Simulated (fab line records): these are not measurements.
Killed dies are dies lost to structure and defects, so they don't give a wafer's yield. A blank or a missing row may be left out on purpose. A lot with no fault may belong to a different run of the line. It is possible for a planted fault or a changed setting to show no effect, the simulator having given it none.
Matching of chambers || flow nand_harc || 3 sister chambers for NHARC_P_M0_DEP_32 on pecvd-03
The step deposits SiCN, target thk 30 nm. 24 wafers are shown with their chamber, then 12 later ones without.

## WAFERS PAIRED WITH THEIR CHAMBERS
{"wafer": "L075.2", "chamber": 0, "heater_power_w (W)": 696}
{"wafer": "L075.3", "chamber": 1, "heater_power_w (W)": 564}
{"wafer": "L075.5", "chamber": 0, "heater_power_w (W)": 677}
{"wafer": "L076.1", "chamber": 2, "heater_power_w (W)": 651}
{"wafer": "L076.3", "chamber": 0, "heater_power_w (W)": 624}
{"wafer": "L076.5", "chamber": 1, "heater_power_w (W)": 509}
{"wafer": "L076.2", "chamber": 1, "heater_power_w (W)": 496}
{"wafer": "L076.4", "chamber": 0, "heater_power_w (W)": 619}
{"wafer": "L076.6", "chamber": 2, "heater_power_w (W)": 665}
{"wafer": "L079.2", "chamber": 2, "heater_power_w (W)": 673}
{"wafer": "L079.3", "chamber": 0, "heater_power_w (W)": 635}
{"wafer": "L079.4", "chamber": 1, "heater_power_w (W)": 581}
{"wafer": "L080.2", "chamber": 0, "heater_power_w (W)": 614}
{"wafer": "L080.3", "chamber": 1, "heater_power_w (W)": 549}
{"wafer": "L080.5", "chamber": 1, "heater_power_w (W)": 543}
{"wafer": "L083.1", "chamber": 0, "heater_power_w (W)": 675}
{"wafer": "L083.3", "chamber": 1, "heater_power_w (W)": 614}
{"wafer": "L083.6", "chamber": 2, "heater_power_w (W)": 718}
{"wafer": "L085.1", "chamber": 1, "heater_power_w (W)": 533}
{"wafer": "L085.2", "chamber": 2, "heater_power_w (W)": 620}
{"wafer": "L085.4", "chamber": 1, "heater_power_w (W)": 543}
{"wafer": "L086.1", "chamber": 2, "heater_power_w (W)": 614}
{"wafer": "L086.3", "chamber": 0, "heater_power_w (W)": 694}
{"wafer": "L086.6", "chamber": 2, "heater_power_w (W)": 630}

SIGNATURES, as means of the wafers listed above
{"reading": "heater_power_w", "chamber 0": 654.25, "chamber 1": 548.00, "chamber 2": 653.00, "scatter within a chamber": 35.5}
Rule: distance of a wafer from a chamber = root of the sum over the readings of ((wafer's reading minus chamber's mean) / reading's scatter) squared. If the next closest chamber is less than 2 further off than the closest, the wafer can't be placed; otherwise it belongs to the closest. The scatter: take each reading less its chamber's mean, square it, sum over the shown wafers, divide by the number of wafers less the number of chambers, and take the root.

## WAFERS WITHOUT THEIR CHAMBER
{"wafer": "L088.2", "heater_power_w (W)": 610}
{"wafer": "L088.4", "heater_power_w (W)": 582}
{"wafer": "L088.5", "heater_power_w (W)": 585}
{"wafer": "L090.2", "heater_power_w (W)": 671}
{"wafer": "L090.5", "heater_power_w (W)": 655}
{"wafer": "L090.6", "heater_power_w (W)": 609}
{"wafer": "L091.1", "heater_power_w (W)": 604}
{"wafer": "L091.3", "heater_power_w (W)": 712}
{"wafer": "L091.6", "heater_power_w (W)": 704}
{"wafer": "L095.1", "heater_power_w (W)": 607}
{"wafer": "L095.3", "heater_power_w (W)": 679}
{"wafer": "L095.4", "heater_power_w (W)": 644}

## THE CHAMBER EACH PASSED THROUGH
{"wafer": "L088.2", "from the rows above": "can't be placed: 2 or 0 or 1", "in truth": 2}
{"wafer": "L088.4", "from the rows above": "can't be placed: 1 or 2 or 0", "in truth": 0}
{"wafer": "L088.5", "from the rows above": "can't be placed: 1 or 2 or 0", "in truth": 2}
{"wafer": "L090.2", "from the rows above": "can't be placed: 0 or 2", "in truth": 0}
{"wafer": "L090.5", "from the rows above": "can't be placed: 0 or 2", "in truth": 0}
{"wafer": "L090.6", "from the rows above": "can't be placed: 2 or 0 or 1", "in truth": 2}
{"wafer": "L091.1", "from the rows above": "can't be placed: 2 or 0 or 1", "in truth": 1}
{"wafer": "L091.3", "from the rows above": "can't be placed: 0 or 2", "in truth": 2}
{"wafer": "L091.6", "from the rows above": "can't be placed: 0 or 2", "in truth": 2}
{"wafer": "L095.1", "from the rows above": "can't be placed: 2 or 0 or 1", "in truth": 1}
{"wafer": "L095.3", "from the rows above": "can't be placed: 0 or 2", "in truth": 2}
{"wafer": "L095.4", "from the rows above": "can't be placed: 2 or 0", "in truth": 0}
Correct placement for 0 of the 12. Unplaceable from these rows: 12, with the true chamber sitting among the candidates in 12. 0 placed wrongly.
